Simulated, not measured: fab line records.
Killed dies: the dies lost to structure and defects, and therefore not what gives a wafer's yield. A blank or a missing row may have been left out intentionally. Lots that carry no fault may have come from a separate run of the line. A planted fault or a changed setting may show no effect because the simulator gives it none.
Chamber matching || flow n5-finfet || 4 sister chambers for N5_SD_EPI_N_DESCUM_14 on rie-diel-05
The step chemistry O2, time 7.9 s. 4 wafers are shown with their chamber, then 9 later ones without.

== WAFERS WITH THEIR CHAMBER ==
{"wafer": "L088.2", "chamber": 2, "drypump-motor-current-A (A)": 6.2}
{"wafer": "L088.6", "chamber": 0, "drypump-motor-current-A (A)": 5.5}
{"wafer": "L090.3", "chamber": 3, "drypump-motor-current-A (A)": 5.6}
{"wafer": "L090.6", "chamber": 1, "drypump-motor-current-A (A)": 5.5}

== WAFERS WITHOUT THEIR CHAMBER ==
{"wafer": "L093.1", "drypump-motor-current-A (A)": 5.6}
{"wafer": "L093.3", "drypump-motor-current-A (A)": 6.2}
{"wafer": "L093.4", "drypump-motor-current-A (A)": 5.5}
{"wafer": "L095.2", "drypump-motor-current-A (A)": 5.5}
{"wafer": "L095.3", "drypump-motor-current-A (A)": 5.5}
{"wafer": "L095.5", "drypump-motor-current-A (A)": 6.2}
{"wafer": "L096.1", "drypump-motor-current-A (A)": 6.1}
{"wafer": "L096.2", "drypump-motor-current-A (A)": 5.6}
{"wafer": "L096.5", "drypump-motor-current-A (A)": 5.5}

== EACH ONE'S CHAMBER ==
{"wafer": "L093.1", "from the rows above": 3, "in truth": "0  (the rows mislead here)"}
{"wafer": "L093.3", "from the rows above": 2, "in truth": 2}
{"wafer": "L093.4", "from the rows above": "can't be placed: 0 or 1", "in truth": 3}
{"wafer": "L095.2", "from the rows above": "can't be placed: 0 or 1", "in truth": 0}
{"wafer": "L095.3", "from the rows above": "can't be placed: 0 or 1", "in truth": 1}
{"wafer": "L095.5", "from the rows above": 2, "in truth": 2}
{"wafer": "L096.1", "from the rows above": 2, "in truth": 2}
{"wafer": "L096.2", "from the rows above": 3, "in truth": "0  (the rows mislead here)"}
{"wafer": "L096.5", "from the rows above": "can't be placed: 0 or 1", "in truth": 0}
3 of 9 placed correctly. Unplaceable from these rows: 4, with the true chamber sitting among the candidates in 3. Wrongly placed: 2.
How it was worked out, from the rows above alone: a wafer's distance from a chamber is the root of the sum, over the readings, of the square of ((its reading less the chamber's mean) divided by the reading's scatter). The wafer belongs to the nearest chamber; if the next one is less than 2 further off, it can't be placed. The mean given for a chamber averages the wafers shown for that chamber. The scatter: root of mean squared gap, hidden wafer to nearest shown wafer, with one shown wafer a chamber.
